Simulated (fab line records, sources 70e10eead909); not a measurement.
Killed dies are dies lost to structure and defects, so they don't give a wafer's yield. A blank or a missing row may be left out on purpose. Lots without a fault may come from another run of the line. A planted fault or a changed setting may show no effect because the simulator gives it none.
Chamber matching | flow nand_harc | NHARC_P_M0_PRE_CLEAN_31 on pecvd-03: 3 sister chambers
The step time 12 s. 3 wafers are shown with their chamber, then 8 later ones without.

WAFERS WITH THEIR CHAMBER
wafer  | chamber | heater_power_w (W)
L088.5 | 1       | 534
L088.6 | 0       | 665
L093.1 | 2       | 576

WAFERS WITHOUT THEIR CHAMBER
wafer  | heater_power_w (W)
L093.3 | 557
L093.5 | 587
L094.2 | 587
L094.3 | 677
L094.4 | 580
L096.4 | 615
L096.5 | 583
L096.6 | 699

WHICH CHAMBER EACH WENT THROUGH
wafer  | from the rows above     | in truth
L093.3 | can't be placed: 2 or 1 | 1
L093.5 | 2                       | 2
L094.2 | 2                       | 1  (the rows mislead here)
L094.3 | 0                       | 0
L094.4 | 2                       | 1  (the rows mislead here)
L096.4 | can't be placed: 2 or 0 | 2
L096.5 | 2                       | 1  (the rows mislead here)
L096.6 | 0                       | 0
Placed correctly: 3 of 8. Can't be placed from these rows: 2 (the true chamber is among the candidates in 2). Placed wrongly: 3.
How it was worked out, from the rows above alone: a wafer's distance from a chamber is the root of the sum, over the readings, of the square of ((its reading less the chamber's mean) divided by the reading's scatter). The wafer belongs to the nearest chamber; if the next one is less than 2 further off, it can't be placed. A chamber's mean is the mean of its shown wafers. The scatter: with one shown wafer a chamber, the root of the mean of the squares of how far each hidden wafer lies from its nearest shown one.
